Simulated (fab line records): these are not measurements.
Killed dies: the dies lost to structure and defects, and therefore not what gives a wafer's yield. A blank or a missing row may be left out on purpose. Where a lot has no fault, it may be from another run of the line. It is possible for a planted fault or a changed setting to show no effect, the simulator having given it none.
Matching of chambers | flow nand_harc | NHARC_P_ZERO_WELL_DESCUM_13 on rie_diel-13: 4 sister chambers
The step chemistry O2, time 3 s. 4 wafers are shown with their chamber, then 9 later ones without.

## EACH WAFER AND ITS CHAMBER
wafer  | chamber | drypump_motor_current_A (A)
L087.4 | 2       | 5.8
L090.4 | 3       | 5.0
L090.5 | 1       | 5.2
L090.6 | 0       | 6.4

## WAFERS MISSING THEIR CHAMBER
wafer  | drypump_motor_current_A (A)
L093.1 | 6.4
L093.5 | 5.0
L093.6 | 5.7
L095.1 | 6.4
L095.4 | 5.7
L095.5 | 5.0
L097.1 | 5.2
L097.2 | 5.8
L097.6 | 5.2

## WHICH CHAMBER EACH ONE RAN IN
wafer  | from the rows above | in truth
L093.1 | 0                   | 0
L093.5 | 3                   | 3
L093.6 | 2                   | 2
L095.1 | 0                   | 0
L095.4 | 2                   | 2
L095.5 | 3                   | 3
L097.1 | 1                   | 1
L097.2 | 2                   | 2
L097.6 | 1                   | 1
Placed correctly: 9 of 9. Can't be placed from these rows: 0. Placed wrongly: 0.
How it was worked out, from the rows above alone: a wafer's distance from a chamber is the root of the sum, over the readings, of the square of ((its reading less the chamber's mean) divided by the reading's scatter). The wafer belongs to the nearest chamber; if the next one is less than 2 further off, it can't be placed. The mean given for a chamber averages the wafers shown for that chamber. The scatter: with one shown wafer a chamber, the root of the mean of the squares of how far each hidden wafer lies from its nearest shown one.
